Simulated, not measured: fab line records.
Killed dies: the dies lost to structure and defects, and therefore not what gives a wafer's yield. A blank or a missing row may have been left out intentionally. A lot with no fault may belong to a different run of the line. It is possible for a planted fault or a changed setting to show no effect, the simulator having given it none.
fab line records -- flow n5Finfet
record lots=9, wafers=26, lastDay=19
route steps=1938 shown PMOS_HMC_CHANNEL_EPI@70 FIN_SAQP@95 BEOL_M4@1111
lots that met no fault: from a run of the same line without faults
startH: start of the lot's first displayed wafer, in hours after the record's first day -- waitH: time in hours since the lot's previous step -- " the same as in the row above -- L1.1+2: a row that stands for several wafers -- - no value present, or no start provided -- * or withheld: withheld -- < > ~ a bound
route shown NAME@n: names a module that has steps shown in the file, with the first one's number in the route -- usual: mean/standard deviation of fault-free wafers -- same: alike in all rows -- chamber/n: place in a boat -- sites: per-site readings -- _std_site: their standard deviation -- _edge_site: the outer-site mean with the inner-site mean subtracted -- radiusMm: how far each site lies from the wafer's centre -- mask NAME#n: copy n -- behind: the most recent tool/chamber to have shaped the wafer -- hold: why the lot went on hold/how many hours it stayed there/how the hold came to an end -- device: the n, p or np transistor that did not switch -- end of line: the same wafers' tests at the end of the route -- a step without rows: its recipe alone -- killed: dies that structure and defects cost at the first sort, which is not the same as the wafer's yield -- map: shows each die of a wafer: x if killed, . if not, _ if none is there
set.NAME: the run value of the setting; set.NAME@STEP: its run value at that earlier step -- model.NAME: the simulator's own value behind a step, which no gauge read
one table for each step of the route and one row for each wafer, over a sample of lots
services: from which hour (startH, from the record's first day; less than 0 if before it) a tool's chamber was out of use, for how many hours, and why
## steps
# step N5_PMOS_HMC_CHANNEL_EPI_HM_OPEN_15
# recipe chemistry=CHF3/O2, target=SiO2, maskMaterial=CAR-ArF-block, targetDepthA=406, CHF3_flow_sccm=50, O2_flow_sccm=5, Ar_flow_sccm=200, timeS=20.3, pressureMtorr=30, sourceW=650, biasW=170, ionEnergyEv=200
# usual drypumpMotorCurrentA=5.9/0.34, oes_ar_750_au=0.77/0.091, oesProductAu=0.77/0.095, rfVppV=525/11, showerheadPlenumPTorr=2.43/0.084, throttleValvePct=19.00/0.18
lot.wafer,tool,chamber,startH,waitH,drypumpMotorCurrentA,oes_ar_750_au,oesProductAu,rfHoursCounterH,rfVppV,showerheadPlenumPTorr,throttleValvePct
L684.1,rieDiel-05,3,17.32,0.0,5.7,0.72,0.73,192,533,2.49,19.08
L684.3,rieDiel-05,1,17.32,0.0,6.0,0.81,0.80,97,541,2.42,18.83
L684.5,rieDiel-05,1,17.32,0.0,6.0,0.80,0.80,-,542,2.42,18.81
L686.2,rieDiel-01,3,29.82,0.0,5.8,0.93,0.95,15,532,2.47,18.90
L686.3,rieDiel-01,2,29.82,0.0,5.9,0.72,0.73,212,519,2.28,19.02
L687.2,rieDiel-05,0,35.51,0.0,6.1,0.72,0.72,175,526,2.50,18.98
L687.3,rieDiel-05,3,35.51,0.0,5.8,0.71,0.72,198,534,2.48,19.09
L687.4,rieDiel-05,2,35.51,0.0,5.0,0.79,0.78,-,526,2.34,18.79
L688.1,rieDiel-02,3,43.39,0.0,6.3,0.69,0.68,246,506,2.27,19.10
L688.3,rieDiel-02,0,43.39,0.0,5.4,0.77,0.77,126,528,2.50,19.20
L688.6,rieDiel-02,2,43.39,0.0,6.1,0.70,0.71,-,527,2.39,18.72
L692.1,rieDiel-01,1,64.92,0.0,5.8,0.72,0.71,218,504,2.49,19.31
L692.3,rieDiel-01,0,64.92,0.0,6.3,0.91,0.92,19,541,2.47,19.08
L692.6,rieDiel-01,2,64.92,0.0,5.8,0.71,0.71,-,518,2.27,19.05
L697.1,rieDiel-01,2,95.77,0.0,5.9,0.70,0.70,233,519,2.27,19.05
L697.4,rieDiel-01,3,95.77,0.0,5.8,0.90,0.89,32,531,2.46,18.95
L697.5,rieDiel-01,3,95.77,0.0,5.8,0.90,0.91,-,531,2.46,18.93
L703.1,rieDiel-02,2,132.09,0.0,6.1,0.69,0.70,200,528,2.38,18.74
L703.3,rieDiel-02,1,132.09,0.0,5.7,0.67,0.67,248,530,2.48,19.04
L703.5,rieDiel-02,0,132.09,0.0,5.5,0.75,0.75,-,529,2.49,19.25
L705.2,rieDiel-02,0,143.90,0.0,5.5,0.75,0.76,151,528,2.49,19.24
L705.4,rieDiel-02,3,143.90,0.0,6.2,0.93,0.94,-,515,2.55,18.71
L705.5,rieDiel-02,2,143.90,0.0,6.2,0.69,0.69,-,527,2.38,18.74
L706.3,rieDiel-05,2,149.17,0.0,5.0,0.76,0.75,162,525,2.33,18.83
L706.4,rieDiel-05,3,149.17,0.0,5.8,0.70,0.69,-,532,2.47,19.15
L706.5,rieDiel-05,0,149.17,0.0,6.1,0.70,0.70,-,528,2.49,19.03
# step N5_PMOS_HMC_CHANNEL_EPI_CMP_21
# recipe material=SiGe30, postCmpClean=alkalineBrush, targetThkNm=54
# usual edgeZonePressureFrac=1.000/0.0051, motorCurrentA=11.6/1, slurryFlowMlMin=150.0/0.44
lot.wafer,tool,chamber,startH,waitH,edgeZonePressureFrac,motorCurrentA,slurryFlowMlMin
L684.3,cmp-02,1,19.20,0.0,0.996,12.8,150.0
L684.1,cmp-02,2,19.20,0.0,1.010,10.5,150.3
L684.5,cmp-02,2,19.20,0.0,1.007,10.8,150.6
L686.2,cmp-03,2,32.19,0.1,1.005,10.4,150.3
L686.3,cmp-03,3,32.19,0.1,1.005,11.2,150.5
L687.4,cmp-03,3,37.80,0.0,1.001,10.9,150.7
L687.2,cmp-03,0,37.80,0.0,0.991,11.8,150.4
L687.3,cmp-03,1,37.80,0.0,0.990,11.4,150.1
L688.1,cmp-04,3,45.68,0.0,1.000,11.7,150.4
L688.3,cmp-04,0,45.68,0.0,1.000,13.9,149.8
L688.6,cmp-04,0,45.68,0.0,0.997,14.0,150.1
L692.3,cmp-03,3,67.27,0.1,0.998,11.0,149.7
L692.1,cmp-03,0,67.27,0.1,1.010,11.2,149.6
L692.6,cmp-03,2,67.27,0.1,1.003,11.0,149.8
L697.1,cmp-04,3,97.69,0.1,1.003,11.0,150.4
L697.4,cmp-04,0,97.69,0.1,1.002,13.6,151.0
L697.5,cmp-04,3,97.69,0.1,1.004,11.6,149.9
L703.3,cmp-02,3,134.37,0.0,0.994,11.5,149.9
L703.1,cmp-02,1,134.37,0.0,0.997,12.5,150.3
L703.5,cmp-02,0,134.37,0.0,1.009,10.6,150.1
L705.4,cmp-02,1,146.18,0.0,1.007,12.5,150.5
L705.2,cmp-02,3,146.18,0.0,1.006,11.0,149.6
L705.5,cmp-02,2,146.18,0.0,1.000,11.0,150.8
L706.3,cmp-02,0,151.09,0.1,1.012,10.4,149.8
L706.4,cmp-02,2,151.09,0.1,0.995,11.1,150.1
L706.5,cmp-02,3,151.09,0.1,1.006,10.6,150.1
# step N5_FIN_SAQP_DENSIFY_62
# recipe tempC=700, timeS=60, ambient=N2, idleTempC=600, rampUpCPerS=150, rampDownCPerS=60, coolToC=600
# usual lampPowerPct=9.85/0.054, lamp_zone_5_pct=9.845/0.011, wafer_temp_C_max=703.2/0.57
lot.wafer,tool,chamber,startH,waitH,lampPowerPct,lamp_zone_5_pct,wafer_temp_C_max
L684.1,rtpAnneal-01,0,20.30,0.1,9.82,9.849,703.0
L684.3,rtpAnneal-01,0,20.30,0.1,9.82,9.843,703.5
L684.5,rtpAnneal-01,0,20.30,0.1,9.82,9.868,703.5
L686.2,rtpAnneal-01,0,33.91,0.3,9.81,9.838,702.7
L686.3,rtpAnneal-01,0,33.91,0.3,9.89,9.851,703.3
L687.2,rtpAnneal-01,0,39.24,0.2,9.82,9.849,703.5
L687.3,rtpAnneal-01,0,39.24,0.2,9.85,9.835,703.0
L687.4,rtpAnneal-01,0,39.24,0.2,9.91,9.845,702.9
L688.1,rtpAnneal-01,0,46.97,0.3,9.92,9.869,703.4
L688.3,rtpAnneal-01,0,46.97,0.3,9.84,9.844,703.1
L688.6,rtpAnneal-01,0,46.97,0.3,9.83,9.821,703.5
L692.1,rtpAnneal-01,0,68.43,0.1,9.76,9.841,703.8
L692.3,rtpAnneal-01,0,68.43,0.1,9.84,9.854,703.1
L692.6,rtpAnneal-01,0,68.43,0.1,9.81,9.849,703.5
L697.1,rtpAnneal-01,0,100.33,0.1,9.85,9.840,703.1
L697.4,rtpAnneal-01,0,100.33,0.1,9.93,9.833,704.0
L697.5,rtpAnneal-01,0,100.33,0.1,9.81,9.846,703.0
L703.1,rtpAnneal-01,0,135.59,0.2,9.93,9.837,704.2
L703.3,rtpAnneal-01,0,135.59,0.2,9.86,9.840,702.9
L703.5,rtpAnneal-01,0,135.59,0.2,9.93,9.837,703.1
L705.2,rtpAnneal-01,0,147.32,0.2,9.78,9.844,703.5
L705.4,rtpAnneal-01,0,147.32,0.2,9.99,9.842,702.8
L705.5,rtpAnneal-01,0,147.32,0.2,9.92,9.840,703.7
L706.3,rtpAnneal-02,0,152.44,0.3,9.91,9.846,702.6
L706.4,rtpAnneal-02,0,152.44,0.3,9.91,9.841,703.4
L706.5,rtpAnneal-02,0,152.44,0.3,9.88,9.843,703.5
# step N5_FIN_SAQP_PECVD_47
# recipe material=a-Si, targetThkA=450, tempC=400, precursor=SiH4/He, pressureTorr=3, rfW=100, timeS=36.3
# usual heaterPowerW=929/120, runLengthS=72.6/0.48, showerheadPlenumPTorr=5.67/0.069, throttleValvePct=18.6/1.9
lot.wafer,tool,chamber,startH,waitH,heaterPowerW,runLengthS,showerheadPlenumPTorr,sinceWetCleanH,throttleValvePct
L684.1,pecvd-03,2,20.64,0.0,937,72.2,5.75,333,16.4
L684.3,pecvd-03,1,20.64,0.0,936,72.4,5.77,1812,19.1
L684.5,pecvd-03,0,20.64,0.0,911,73.2,5.62,-,22.0
L686.2,pecvd-03,1,34.22,0.0,939,72.5,5.78,1826,19.4
L686.3,pecvd-03,2,34.22,0.0,1073,72.4,5.75,347,16.2
L687.2,pecvd-03,0,39.56,0.0,834,73.3,5.64,1106,21.9
L687.3,pecvd-03,1,39.56,0.0,919,72.4,5.77,1831,19.1
L687.4,pecvd-03,0,39.56,0.0,867,73.3,5.64,-,22.0
L688.1,pecvd-02,1,47.32,0.0,774,72.3,5.69,1295,18.5
L688.3,pecvd-02,0,47.32,0.0,977,72.6,5.56,570,16.5
L688.6,pecvd-02,1,47.32,0.0,800,72.4,5.71,-,18.5
L692.1,pecvd-02,0,68.78,0.0,1005,72.8,5.56,591,16.7
L692.3,pecvd-02,1,68.78,0.0,766,72.1,5.69,1316,18.7
L692.6,pecvd-02,1,68.78,0.0,750,72.5,5.71,-,18.6
L697.1,pecvd-02,2,100.67,0.0,1177,75.4,5.60,2073,19.8
L697.4,pecvd-02,1,100.67,0.0,844,75.2,5.71,-,18.5
L697.5,pecvd-02,2,100.67,0.0,1168,72.5,5.60,-,19.6
L703.1,pecvd-04,0,135.94,0.0,804,72.7,5.64,377,16.9
L703.3,pecvd-04,1,135.94,0.0,792,72.7,5.61,1746,19.3
L703.5,pecvd-04,1,135.94,0.0,791,73.2,5.62,-,19.6
L705.2,pecvd-04,0,147.63,0.0,841,73.2,5.66,388,16.9
L705.4,pecvd-04,0,147.63,0.0,871,72.7,5.67,-,16.6
L705.5,pecvd-04,1,147.63,0.0,680,72.5,5.62,-,19.7
L706.3,pecvd-04,1,152.74,0.0,781,72.9,5.60,1763,19.4
L706.4,pecvd-04,0,152.74,0.0,914,73.0,5.67,-,17.2
L706.5,pecvd-04,1,152.74,0.0,791,72.9,5.60,-,19.6
# step N5_BEOL_M4_RC_MEAS_101
# usual DIBL_N=36.0/2.2, DIBL_P=36.2/2.4, IOFF_N=0.16/0.035, IOFF_P=0.21/0.037, ION_N=672/13, ION_P=461/7, SS_N=71.4/0.69, SS_P=73.2/0.75, VT_N=250/3.4, VT_P=-251/3
lot.wafer,tool,chamber,startH,waitH,DIBL_N[mV/V],DIBL_P[mV/V],IOFF_N[nA/um],IOFF_P[nA/um],ION_N[uA/um],ION_P[uA/um],SS_N[mV/dec],SS_P[mV/dec],VT_N[mV],VT_P[mV]
L686.2,prober-01,0,202.54,0.2,38.5,37.1,0.18,0.22,671,458,72.7,73.8,247,-250
L686.3,prober-01,0,202.54,0.2,39.2,37.9,0.21,0.24,679,458,71.8,73.9,248,-246
L684.1,prober-01,0,205.02,0.0,33.9,34.2,0.12,0.17,659,451,71.3,73.7,252,-257
L684.3,prober-01,0,205.02,0.0,35.4,35.7,0.16,0.19,677,457,71.1,73.4,250,-253
L684.5,prober-01,0,205.02,0.0,35.7,36.5,0.17,0.21,694,467,70.8,73.6,246,-252
L687.2,prober-01,0,207.96,0.3,37.4,36.8,0.14,0.21,676,465,71.4,73.0,254,-247
L687.3,prober-01,0,207.96,0.3,36.3,36.0,0.13,0.20,670,468,71.3,72.5,252,-250
L687.4,prober-01,0,207.96,0.3,33.0,32.4,0.09,0.15,649,456,70.2,72.0,257,-251
L688.1,prober-02,0,232.31,0.0,34.8,35.5,0.14,0.20,672,463,70.9,73.6,252,-252
L688.3,prober-02,0,232.31,0.0,34.9,35.1,0.14,0.20,666,462,70.7,72.9,251,-248
L688.6,prober-02,0,232.31,0.0,33.5,34.3,0.12,0.18,661,457,70.3,72.7,254,-251
L692.1,prober-01,0,240.70,0.0,38.1,37.4,0.20,0.21,667,455,72.1,73.1,250,-252
L692.3,prober-01,0,240.70,0.0,38.7,40.3,0.22,0.26,690,466,71.9,74.4,244,-246
L692.6,prober-01,0,240.70,0.0,37.8,39.1,0.19,0.23,677,459,71.7,73.5,248,-252
L697.1,prober-01,0,270.87,0.0,37.0,37.3,0.17,0.23,671,464,72.0,73.7,249,-248
L697.4,prober-01,0,270.87,0.0,35.4,34.3,0.15,0.19,675,463,71.1,72.8,248,-253
L697.5,prober-01,0,270.87,0.0,37.6,37.9,0.19,0.25,684,467,72.0,73.7,248,-249
L703.1,prober-02,0,322.04,0.0,35.0,35.2,0.14,0.18,658,455,70.9,72.9,252,-250
L703.3,prober-02,0,322.04,0.0,33.6,33.7,0.11,0.16,645,447,70.1,71.8,254,-254
L703.5,prober-02,0,322.04,0.0,33.6,34.3,0.12,0.16,649,451,70.0,71.6,255,-253
L705.2,prober-02,0,333.93,0.2,36.0,34.2,0.14,0.21,677,467,71.6,73.0,251,-244
L705.4,prober-02,0,333.93,0.2,39.7,38.0,0.20,0.28,687,476,71.6,73.2,247,-243
L705.5,prober-02,0,333.93,0.2,38.7,37.5,0.18,0.26,677,471,71.9,73.5,247,-245
L706.3,prober-02,0,338.34,0.3,37.0,38.6,0.19,0.23,689,460,71.7,74.1,247,-250
L706.4,prober-02,0,338.34,0.3,37.4,39.4,0.20,0.23,696,470,72.3,73.4,247,-251
L706.5,prober-02,0,338.34,0.3,35.2,37.4,0.17,0.21,681,468,71.6,73.8,250,-251
## services
tool,chamber,startH,hours,kind
pecvd-02,2,22.05,2.1,scheduledDown
cmp-02,-,24.67,2.0,repair
pecvd-02,0,29.28,2.1,scheduledDown
rieDiel-05,1,32.75,9.0,repair
cmp-04,-,36.48,4.0,pm
cmp-02,-,37.90,2.7,repair
cmp-04,-,41.18,2.0,repair
cmp-03,-,44.41,3.1,repair
rtpAnneal-01,-,47.66,2.8,pm
rieDiel-02,3,58.21,-,clean
cmp-04,-,59.60,1.8,repair
cmp-03,-,61.63,1.8,repair
cmp-02,-,63.53,3.0,repair
cmp-03,-,67.79,2.6,repair
cmp-03,-,76.05,1.3,repair
rieDiel-01,3,78.87,5.7,repair
pecvd-04,-,90.71,2.8,pm
pecvd-02,-,108.77,0.9,repair
rieDiel-05,1,109.28,4.8,repair
cmp-04,-,112.58,3.5,pm
cmp-02,-,129.15,4.9,repair
rieDiel-05,1,140.73,9.1,repair
pecvd-03,1,140.91,3.5,repair
rieDiel-01,3,144.44,4.0,repair
## key
firstSign step=N5_FIN_SAQP_PECVD_47, reading=runLengthS, direction=up, sigmas=5.7, usual=*, struck=*
effect none on later readings
metAt N5_FIN_SAQP_PECVD_47
struckLots L697
struckWafers L697.1,L697.4
notActingAt N5_PMOS_HMC_CHANNEL_EPI_HM_OPEN_15,N5_PMOS_HMC_CHANNEL_EPI_CMP_21,N5_FIN_SAQP_DENSIFY_62
onsetBetween 68.78 100.67
fault kind=processParameterDrift, tool=pecvd-02, chamber=-, onsetH=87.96, steps=N5_FIN_SAQP_PECVD_47, channel=timeS, offset=*, shape=step, endH=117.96, scope=struckWafersOnly, actsIn=*, stated=*
